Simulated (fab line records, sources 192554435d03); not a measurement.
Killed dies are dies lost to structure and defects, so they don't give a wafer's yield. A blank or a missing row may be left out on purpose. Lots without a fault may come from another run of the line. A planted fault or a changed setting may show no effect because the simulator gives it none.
Problem report in the 8D (eight disciplines) form, filled by code | flow n5_finfet | the parts of the form that need people (team, actions taken, sign-off) are left out

1. THE PROBLEM
etch_rf_on_time_s at N5_BEOL_M0_ETCH_138 reads a mean of 20.8 s on 6 wafers of 2 lots; wafers without a fault read 29.3 s with a standard deviation of 0.66. That is -13 standard deviations from the usual mean.
The step: etches SiCN in CH3F/O2, target depth 12 nm, time 31.6 s.
First seen on wafer L339.1, day 10 01:52, on rie_diel-05. The record holds 27 wafers of 9 lots with a number at this step. Rule for "out", or "out of limits": more than 4 standard deviations from the usual mean. The other wafers with a number count as sound.

2. WHAT IT IS AND WHAT IT IS NOT
question                    | is                     | is not
which readings at this step | etch_rf_on_time_s      | drypump_motor_current_A, rf_vpp_V, showerhead_plenum_p_Torr, throttle_valve_pct
which lots                  | L339, L341             | L324, L325, L326, L329, L333, L334, L344
which wafers of those lots  | all that have a number | -
read on which tools         | rie_diel-05            | rie_diel-01, rie_diel-06
when                        | from day 10 01:52      | up to then (18 sound wafers); but 3 sound wafers of L344 came after

3. SUSPECTS, AND WHAT RULES EACH OUT
Counting: a tool at a process step up to the reading stays a suspect if it ran every lot that is out and no sound lot after the first of them.
- rie_diel-05 at N5_BEOL_M0_ETCH_138 (etches SiCN in CH3F/O2, target depth 12 nm, time 31.6 s): kept. It ran every lot that is out, first L339 (day 10 01:52), and no sound lot after that; its last sound lot up to then is L334 (day 8 23:48). Its own readings are out on those wafers: etch_rf_on_time_s.
Left after counting: rie_diel-05 at N5_BEOL_M0_ETCH_138.

4. THE CAUSE (what the simulator had put in)
Process parameter drift: rie_diel-05, from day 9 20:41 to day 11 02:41, at N5_BEOL_M0_ETCH_138. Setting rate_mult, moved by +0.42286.
Counting left only this tool.

5. THE CHAIN OF EFFECTS, in route order
Each row: a reading whose mean over the struck wafers that have a number lies more than 3 standard deviations from the usual. Only readings for which the record gives a usual standard deviation are gone through. hours: the time from each lot's start at the first step in this table that gives one to its start at this step, as a median over the lots. sigmas: the change in usual standard deviations.
hours | step                | reading           | usual  | on struck wafers | change | sigmas
0     | N5_BEOL_M0_ETCH_138 | etch_rf_on_time_s | 29.3 s | 20.8             | -8.5   | -13
The process steps in it:
- N5_BEOL_M0_ETCH_138: etches SiCN in CH3F/O2, target depth 12 nm, time 31.6 s.
Later measuring or inspecting steps at which every struck wafer that the step has a row for has a number for every such reading, and none has moved that far: N5_BEOL_M4_RC_MEAS_101.

6. WHAT WOULD HAVE CAUGHT IT SOONER
In this record the first reading out of limits was taken at day 10 01:52, 5 hours after the fault began at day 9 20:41.
